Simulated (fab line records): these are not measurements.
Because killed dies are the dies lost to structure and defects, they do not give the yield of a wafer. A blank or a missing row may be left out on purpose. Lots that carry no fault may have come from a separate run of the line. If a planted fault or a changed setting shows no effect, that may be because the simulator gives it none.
Matching of chambers / flow nand-harc / 4 sister chambers for NHARC_A_STAIRCASE_DESCUM_291 on rie-diel-03
The step chemistry O2, time 3 s. 8 wafers are shown with their chamber, then 9 later ones without.

## WAFERS PAIRED WITH THEIR CHAMBERS
wafer=L083.3; chamber=1; drypump-motor-current-A (A)=5.8; rf-vpp-V (V)=58.9
wafer=L083.4; chamber=3; drypump-motor-current-A (A)=6.1; rf-vpp-V (V)=58.4
wafer=L083.6; chamber=1; drypump-motor-current-A (A)=5.8; rf-vpp-V (V)=59.4
wafer=L083.2; chamber=0; drypump-motor-current-A (A)=5.5; rf-vpp-V (V)=57.1
wafer=L082.5; chamber=3; drypump-motor-current-A (A)=6.0; rf-vpp-V (V)=57.7
wafer=L085.1; chamber=0; drypump-motor-current-A (A)=5.5; rf-vpp-V (V)=56.7
wafer=L085.4; chamber=2; drypump-motor-current-A (A)=5.8; rf-vpp-V (V)=56.9
wafer=L085.6; chamber=2; drypump-motor-current-A (A)=5.8; rf-vpp-V (V)=57.8

## WAFERS WHOSE CHAMBER IS MISSING
wafer=L088.2; drypump-motor-current-A (A)=5.8; rf-vpp-V (V)=57.5
wafer=L088.4; drypump-motor-current-A (A)=5.5; rf-vpp-V (V)=56.1
wafer=L088.5; drypump-motor-current-A (A)=5.8; rf-vpp-V (V)=57.7
wafer=L090.1; drypump-motor-current-A (A)=5.5; rf-vpp-V (V)=57.2
wafer=L090.3; drypump-motor-current-A (A)=6.0; rf-vpp-V (V)=58.5
wafer=L090.5; drypump-motor-current-A (A)=5.8; rf-vpp-V (V)=58.8
wafer=L096.2; drypump-motor-current-A (A)=5.5; rf-vpp-V (V)=57.7
wafer=L096.5; drypump-motor-current-A (A)=6.1; rf-vpp-V (V)=56.9
wafer=L096.6; drypump-motor-current-A (A)=5.7; rf-vpp-V (V)=58.4

## WHICH CHAMBER EACH WENT THROUGH
wafer=L088.2; from the rows above=2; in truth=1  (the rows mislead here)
wafer=L088.4; from the rows above=0; in truth=0
wafer=L088.5; from the rows above=2; in truth=2
wafer=L090.1; from the rows above=0; in truth=0
wafer=L090.3; from the rows above=3; in truth=3
wafer=L090.5; from the rows above=1; in truth=1
wafer=L096.2; from the rows above=0; in truth=0
wafer=L096.5; from the rows above=3; in truth=3
wafer=L096.6; from the rows above=can't be placed: 1 or 2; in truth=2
Correct placement for 7 of the 9. Unplaceable from these rows: 1, with the true chamber sitting among the candidates in 1. 1 placed wrongly.
How it was worked out, from the rows above alone: a wafer's distance from a chamber is the root of the sum, over the readings, of the square of ((its reading less the chamber's mean) divided by the reading's scatter). If the next closest chamber is less than 2 further off than the closest, the wafer can't be placed; otherwise it belongs to the closest. A chamber's mean is the mean of its shown wafers. How the scatter is found: for the shown wafers, subtract from each reading the mean of its chamber, square and add these, divide the total by (wafers less chambers), then take the root.
